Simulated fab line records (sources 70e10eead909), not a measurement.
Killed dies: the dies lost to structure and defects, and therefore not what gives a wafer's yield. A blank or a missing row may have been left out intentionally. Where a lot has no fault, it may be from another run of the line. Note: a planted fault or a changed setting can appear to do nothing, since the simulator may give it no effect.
Which tool did it? -- flow nand harc -- 72 wafers from 24 lots sampled at 6 of the route's 1302 steps

== WHAT THE GAUGES READ, wafer by wafer ==
Not one reading of a measure or inspect step in the record can be checked against a usual standard deviation.

== WHICH TOOL RAN EACH LOT (tool, then ch and the chambers of the sampled wafers, then the start) ==
lot,NHARC_P_M1_ETCH_28,NHARC_P_M1_PRE_CLEAN_30,NHARC_P_M2_PVD_20,NHARC_P_M2_PRE_CLEAN_32,NHARC_P_BONDPAD_PVD_27,NHARC_A_ZERO_WELL_DESCUM_12
L074,"rie diel-10 ch 1,3, day 6 22:37 or earlier","pvd sputter-01, day 6 22:37 or earlier","pvd sputter-01, day 6 22:37 or earlier","pecvd-02 ch 0,1,2, day 6 22:37","pvd sputter-02, day 7 04:35 or earlier","rie diel-07 ch 1,2,3, day 7 04:35"
L075,"rie diel-03 ch 1,2,3, day 7 00:05 or earlier","pvd sputter-03, day 7 00:05 or earlier","pvd sputter-02, day 7 00:05 or earlier","pecvd-03 ch 0,1, day 7 00:05","pvd sputter-01, day 7 05:54 or earlier","rie diel-02 ch 0,3, day 7 05:54"
L076,"rie diel-03 ch 1,2,3, day 7 18:08 or earlier","pvd sputter-01, day 7 18:08 or earlier","pvd sputter-01, day 7 18:08 or earlier","pecvd-04 ch 0,1,2, day 7 18:08","pvd sputter-03, day 8 00:07 or earlier","rie diel-07 ch 0,2,3, day 8 00:07"
L078,"rie diel-03 ch 0,1, day 8 07:10 or earlier","pvd sputter-01, day 8 07:10 or earlier","pvd sputter-01, day 8 07:10 or earlier","pecvd-03 ch 0,1, day 8 07:10","pvd sputter-02, day 8 12:58 or earlier","rie diel-02 ch 0,1, day 8 12:58"
L077,"rie diel-10 ch 0,1,2, day 8 07:50 or earlier","pvd sputter-01, day 8 07:50 or earlier","pvd sputter-02, day 8 07:50 or earlier","pecvd-03 ch 0,2, day 8 07:50","pvd sputter-02, day 8 13:31 or earlier","rie diel-02 ch 0,1,2, day 8 13:31"
L079,"rie diel-10 ch 1,2,3, day 8 20:08 or earlier","pvd sputter-03, day 8 20:08 or earlier","pvd sputter-03, day 8 20:08 or earlier","pecvd-04 ch 0,1,2, day 8 20:08","pvd sputter-02, day 9 02:08 or earlier","rie diel-02 ch 0,1, day 9 02:08"
L081,"rie diel-10 ch 0,2,3, day 9 09:18 or earlier","pvd sputter-02, day 9 09:18 or earlier","pvd sputter-02, day 9 09:18 or earlier","pecvd-03 ch 0,1,2, day 9 09:18","pvd sputter-03, day 9 15:14 or earlier","rie diel-07 ch 0,2, day 9 15:14"
L080,"rie diel-04 ch 0,1, day 9 11:33 or earlier","pvd sputter-01, day 9 11:33 or earlier","pvd sputter-03, day 9 11:33 or earlier","pecvd-02 ch 1,2, day 9 11:33","pvd sputter-02, day 9 17:38 or earlier","rie diel-07 ch 1,2, day 9 17:38"
L082,"rie diel-10 ch 0,1, day 10 01:13 or earlier","pvd sputter-02, day 10 01:13 or earlier","pvd sputter-03, day 10 01:13 or earlier","pecvd-04 ch 1,2, day 10 01:13","pvd sputter-03, day 10 07:07 or earlier","rie diel-07 ch 0,2,3, day 10 07:07"
L083,"rie diel-04 ch 2,3, day 10 07:44 or earlier","pvd sputter-03, day 10 07:44 or earlier","pvd sputter-03, day 10 07:44 or earlier","pecvd-03 ch 0,1,2, day 10 07:44","pvd sputter-03, day 10 13:50 or earlier","rie diel-07 ch 1,2, day 10 13:50"
L084,"rie diel-03 ch 1,3, day 11 01:35 or earlier","pvd sputter-03, day 11 01:35 or earlier","pvd sputter-03, day 11 01:35 or earlier","pecvd-02 ch 0,1,2, day 11 01:35","pvd sputter-02, day 11 07:38 or earlier","rie diel-07 ch 1,2,3, day 11 07:38"
L085,"rie diel-03 ch 0,1,2, day 11 07:58 or earlier","pvd sputter-01, day 11 07:58 or earlier","pvd sputter-01, day 11 07:58 or earlier","pecvd-04 ch 1,2, day 11 07:58","pvd sputter-03, day 11 14:35 or earlier","rie diel-07 ch 1,2,3, day 11 14:35"
L086,"rie diel-03 ch 2,3, day 11 08:36 or earlier","pvd sputter-03, day 11 08:36 or earlier","pvd sputter-03, day 11 08:36 or earlier","pecvd-03 ch 0,2, day 11 08:36","pvd sputter-01, day 11 14:50 or earlier","rie diel-07 ch 0,2, day 11 14:50"
L087,"rie diel-03 ch 0,1,3, day 12 10:47 or earlier","pvd sputter-02, day 12 10:47 or earlier","pvd sputter-03, day 12 10:47 or earlier","pecvd-02 ch 1,2, day 12 10:47","pvd sputter-01, day 12 16:50 or earlier","rie diel-02 ch 1,2,3, day 12 16:50"
L088,"rie diel-04 ch 0,2,3, day 12 11:53 or earlier","pvd sputter-02, day 12 11:53 or earlier","pvd sputter-03, day 12 11:53 or earlier","pecvd-03 ch 0,1, day 12 11:53","pvd sputter-03, day 12 18:03 or earlier","rie diel-07 ch 1,2,3, day 12 18:03"
L089,"rie diel-03 ch 1,2,3, day 12 16:20 or earlier","pvd sputter-02, day 12 16:20 or earlier","pvd sputter-01, day 12 16:20 or earlier","pecvd-03 ch 1,2, day 12 16:20","pvd sputter-01, day 12 22:17 or earlier","rie diel-07 ch 0,1,3, day 12 22:17"
L090,"rie diel-10 ch 0,1,3, day 13 07:35 or earlier","pvd sputter-03, day 13 07:35 or earlier","pvd sputter-02, day 13 07:35 or earlier","pecvd-04 ch 0,2, day 13 07:35","pvd sputter-01, day 13 13:37 or earlier","rie diel-02 ch 0,2,3, day 13 13:37"
L091,"rie diel-03 ch 2,3, day 13 17:41 or earlier","pvd sputter-01, day 13 17:41 or earlier","pvd sputter-01, day 13 17:41 or earlier","pecvd-04 ch 0,1, day 13 17:41","pvd sputter-01, day 13 23:35 or earlier","rie diel-02 ch 0,2,3, day 13 23:35"
L092,"rie diel-04 ch 0,1,2, day 14 14:43 or earlier","pvd sputter-01, day 14 14:43 or earlier","pvd sputter-02, day 14 14:43 or earlier","pecvd-03 ch 0,2, day 14 14:43","pvd sputter-03, day 14 20:33 or earlier","rie diel-07 ch 1,2,3, day 14 20:33"
L093,"rie diel-03 ch 0,1, day 14 18:52 or earlier","pvd sputter-01, day 14 18:52 or earlier","pvd sputter-02, day 14 18:52 or earlier","pecvd-02 ch 1,2, day 14 18:52","pvd sputter-03, day 15 01:01 or earlier","rie diel-07 ch 0,2,3, day 15 01:01"
L094,"rie diel-10 ch 0,2, day 14 22:23 or earlier","pvd sputter-03, day 14 22:23 or earlier","pvd sputter-02, day 14 22:23 or earlier","pecvd-02 ch 0,1,2, day 14 22:23","pvd sputter-03, day 15 04:24 or earlier","rie diel-07 ch 0,1,2, day 15 04:24"
L095,"rie diel-03 ch 0,2, day 15 13:40 or earlier","pvd sputter-03, day 15 13:40 or earlier","pvd sputter-02, day 15 13:40 or earlier","pecvd-04 ch 0,2, day 15 13:40","pvd sputter-02, day 15 19:30 or earlier","rie diel-07 ch 0,2,3, day 15 19:30"
L096,"rie diel-03 ch 0,2,3, day 15 18:06 or earlier","pvd sputter-01, day 15 18:06 or earlier","pvd sputter-01, day 15 18:06 or earlier","pecvd-02 ch 1,2, day 15 18:06","pvd sputter-01, day 16 00:04 or earlier","rie diel-07 ch 0,2,3, day 16 00:04"
L097,"rie diel-03 ch 0,2,3, day 15 22:23 or earlier","pvd sputter-01, day 15 22:23 or earlier","pvd sputter-02, day 15 22:23 or earlier","pecvd-03 ch 1,2, day 15 22:23","pvd sputter-02, day 16 04:20 or earlier","rie diel-07 ch 0,1,2, day 16 04:20"
- NHARC_P_M1_ETCH_28: etches the open film in CF4/N2, target depth 30 nm, time 72.99 s.
- NHARC_P_M1_PRE_CLEAN_30: time 30 s.
- NHARC_P_M2_PVD_20: deposits TaN, target thk 5 nm, time 8.06 s.
- NHARC_P_M2_PRE_CLEAN_32: time 12 s.
- NHARC_P_BONDPAD_PVD_27: deposits Cu, target thk 30 nm, time 20.49 s.
- NHARC_A_ZERO_WELL_DESCUM_12: chemistry O2, time 3 s.

== WHAT THE TOOLS THEMSELVES READ (means of the sampled wafers that have a number; where no wafer has one, the mark that the record gives instead) ==
NHARC_P_M1_ETCH_28. Usual: drypump motor current A 5.9 A, standard deviation 0.36; mfc ar sccm 150.0 sccm, standard deviation 0.48; oes product au 1.005 a.u., standard deviation 0.012; rf vpp V 314.3 V, standard deviation 1.7; showerhead plenum p Torr 2.63 Torr, standard deviation 0.098; throttle valve pct 19.795 %, standard deviation 0.01.
lot,tool,drypump motor current A (A),mfc ar sccm (sccm),oes product au (a.u.),rf vpp V (V),showerhead plenum p Torr (Torr),throttle valve pct (%),flag
L074,rie diel-10,5.7,150.1,1.018,316.5,2.77,19.796,
L075,rie diel-03,6.0,150.0,0.995,314.9,2.64,19.796,
L076,rie diel-03,6.0,149.5,0.999,314.3,2.64,19.803,
L078,rie diel-03,5.8,149.6,1.018,315.2,2.66,19.792,
L077,rie diel-10,5.8,149.6,0.992,315.2,2.65,19.790,
L079,rie diel-10,5.7,150.5,1.012,315.7,2.72,19.797,
L081,rie diel-10,5.9,149.7,1.006,314.6,2.63,19.795,
L080,rie diel-04,5.7,150.0,0.998,312.9,2.53,19.798,
L082,rie diel-10,5.9,149.6,0.994,314.3,2.63,19.802,
L083,rie diel-04,6.1,149.8,1.004,311.4,2.47,19.807,
L084,rie diel-03,5.7,150.2,1.003,314.6,2.62,19.789,
L085,rie diel-03,6.1,149.7,1.000,314.7,2.64,19.801,
L086,rie diel-03,5.8,150.5,1.006,314.5,2.69,19.792,
L087,rie diel-03,5.7,149.6,1.004,313.9,2.66,19.793,
L088,rie diel-04,5.9,150.3,1.003,312.3,2.50,19.803,
L089,rie diel-03,6.0,150.3,1.003,314.5,2.63,19.804,
L090,rie diel-10,5.8,150.1,1.003,315.4,2.70,19.797,
L091,rie diel-03,5.8,149.8,1.005,315.0,2.68,19.807,
L092,rie diel-04,5.8,149.8,0.994,312.3,2.50,19.786,
L093,rie diel-03,5.8,149.9,1.008,313.8,2.61,19.798,
L094,rie diel-10,6.1,149.7,0.996,313.7,2.56,19.803,
L095,rie diel-03,6.3,149.9,1.022,314.6,2.65,19.790,
L096,rie diel-03,5.9,150.3,1.011,314.6,2.68,19.793,
L097,rie diel-03,5.9,149.7,0.997,315.1,2.68,19.797,

NHARC_P_M1_PRE_CLEAN_30. Usual: 398 W for heater power w, sd 33.
lot,tool,heater power w (W),flag
L074,pvd sputter-01,388,
L075,pvd sputter-03,408,
L076,pvd sputter-01,409,
L078,pvd sputter-01,423,
L077,pvd sputter-01,415,
L079,pvd sputter-03,391,
L081,pvd sputter-02,385,
L080,pvd sputter-01,433,
L082,pvd sputter-02,403,
L083,pvd sputter-03,374,
L084,pvd sputter-03,395,
L085,pvd sputter-01,382,
L086,pvd sputter-03,385,
L087,pvd sputter-02,410,
L088,pvd sputter-02,416,
L089,pvd sputter-02,399,
L090,pvd sputter-03,366,
L091,pvd sputter-01,383,
L092,pvd sputter-01,419,
L093,pvd sputter-01,400,
L094,pvd sputter-03,391,
L095,pvd sputter-03,365,
L096,pvd sputter-01,384,
L097,pvd sputter-01,389,

NHARC_P_M2_PVD_20. Usual: 29.4 % for throttle valve pct, sd 0.89.
lot,tool,throttle valve pct (%),flag
L074,pvd sputter-01,28.4,
L075,pvd sputter-02,29.2,
L076,pvd sputter-01,29.1,
L078,pvd sputter-01,29.0,
L077,pvd sputter-02,28.6,
L079,pvd sputter-03,29.5,
L081,pvd sputter-02,28.5,
L080,pvd sputter-03,29.5,
L082,pvd sputter-03,29.4,
L083,pvd sputter-03,29.9,
L084,pvd sputter-03,29.3,
L085,pvd sputter-01,29.2,
L086,pvd sputter-03,29.5,
L087,pvd sputter-03,29.4,
L088,pvd sputter-03,29.5,
L089,pvd sputter-01,29.1,
L090,pvd sputter-02,29.5,
L091,pvd sputter-01,29.2,
L092,pvd sputter-02,28.9,
L093,pvd sputter-02,30.2,
L094,pvd sputter-02,28.1,
L095,pvd sputter-02,29.3,
L096,pvd sputter-01,29.1,
L097,pvd sputter-02,28.1,

NHARC_P_M2_PRE_CLEAN_32. Usual: 648 W for heater power w, sd 99.
lot,tool,heater power w (W),flag
L074,pecvd-02,660,
L075,pecvd-03,581,
L076,pecvd-04,629,
L078,pecvd-03,602,
L077,pecvd-03,674,
L079,pecvd-04,660,
L081,pecvd-03,652,
L080,pecvd-02,676,
L082,pecvd-04,733,
L083,pecvd-03,581,
L084,pecvd-02,637,
L085,pecvd-04,610,
L086,pecvd-03,678,
L087,pecvd-02,659,
L088,pecvd-03,603,
L089,pecvd-03,616,
L090,pecvd-04,543,
L091,pecvd-04,710,
L092,pecvd-03,636,
L093,pecvd-02,645,
L094,pecvd-02,695,
L095,pecvd-04,546,
L096,pecvd-02,648,
L097,pecvd-03,606,

NHARC_P_BONDPAD_PVD_27. Usual: 29.5 % for throttle valve pct, sd 0.83.
lot,tool,throttle valve pct (%),flag
L074,pvd sputter-02,30.3,
L075,pvd sputter-01,28.9,
L076,pvd sputter-03,29.9,
L078,pvd sputter-02,28.6,
L077,pvd sputter-02,29.5,
L079,pvd sputter-02,29.2,
L081,pvd sputter-03,29.6,
L080,pvd sputter-02,30.1,
L082,pvd sputter-03,29.2,
L083,pvd sputter-03,29.2,
L084,pvd sputter-02,30.0,
L085,pvd sputter-03,29.6,
L086,pvd sputter-01,29.3,
L087,pvd sputter-01,29.2,
L088,pvd sputter-03,29.5,
L089,pvd sputter-01,29.3,
L090,pvd sputter-01,29.3,
L091,pvd sputter-01,29.1,
L092,pvd sputter-03,29.2,
L093,pvd sputter-03,29.5,
L094,pvd sputter-03,29.3,
L095,pvd sputter-02,30.4,
L096,pvd sputter-01,29.4,
L097,pvd sputter-02,30.1,

NHARC_A_ZERO_WELL_DESCUM_12. Usual: drypump motor current A 5.90 A, standard deviation 0.2; mfc ar sccm 0.005 sccm, standard deviation 0.0058; oes product au 1.001 a.u., standard deviation 0.014; rf vpp V 57.7 V, standard deviation 0.85; showerhead plenum p Torr 1.92 Torr, standard deviation 0.1; throttle valve pct 11.311 %, standard deviation 0.0098.
lot,tool,drypump motor current A (A),mfc ar sccm (sccm),oes product au (a.u.),rf vpp V (V),showerhead plenum p Torr (Torr),throttle valve pct (%),flag
L074,rie diel-07,5.83,0.001,0.993,57.7,1.92,11.313,
L075,rie diel-02,5.90,0.009,0.986,57.5,1.89,11.313,
L076,rie diel-07,5.94,0.006,1.005,57.7,1.97,11.312,
L078,rie diel-02,5.89,0.011,0.988,57.6,1.96,11.312,
L077,rie diel-02,5.82,0.005,0.986,57.8,1.88,11.315,
L079,rie diel-02,5.77,0.005,0.978,57.8,1.88,11.315,
L081,rie diel-07,5.91,0.004,1.011,57.6,1.89,11.309,
L080,rie diel-07,5.78,0.000,0.989,57.7,1.84,11.308,
L082,rie diel-07,5.93,0.006,1.011,57.9,1.97,11.311,
L083,rie diel-07,5.85,0.000,0.987,57.4,1.85,11.300,
L084,rie diel-07,5.83,0.001,0.996,58.3,1.92,11.313,
L085,rie diel-07,5.83,0.001,1.002,58.0,1.92,11.318,
L086,rie diel-07,5.91,0.004,1.005,57.3,1.89,11.321,
L087,rie diel-02,5.78,0.002,1.003,56.9,1.80,11.316,
L088,rie diel-07,5.82,0.001,1.000,57.6,1.91,11.316,
L089,rie diel-07,6.02,0.006,1.003,58.2,1.97,11.312,
L090,rie diel-02,5.87,0.007,0.990,57.2,1.88,11.305,
L091,rie diel-02,5.87,0.007,0.992,58.1,1.88,11.312,
L092,rie diel-07,5.82,0.001,0.994,58.1,1.91,11.311,
L093,rie diel-07,5.93,0.006,1.003,58.4,1.96,11.304,
L094,rie diel-07,5.97,0.004,1.019,57.2,1.89,11.328,
L095,rie diel-07,5.94,0.006,1.022,57.6,1.96,11.316,
L096,rie diel-07,5.95,0.006,1.015,58.4,1.96,11.307,
L097,rie diel-07,5.98,0.004,1.011,57.5,1.89,11.315,

== THE ANSWER, worked out from the rows above alone ==
Rule: a lot is off if the mean of its wafers that have a number lies more than 3 standard deviations from the usual mean. Also off: a lot with no number at a reading for which 4 or more lots have one. Any other lot the step has rows for is counted as sound. Order of review: gauges by route order, followed by the tools' own readings, for which a lot's mean as printed above is used. The first step at which some lot is off is used, and at that step the reading that is off furthest; a lot without a number counts as furthest.
No lot is off on any of the readings shown, so nothing can be concluded from this.

== WHAT THE SIMULATOR PUT IN ==
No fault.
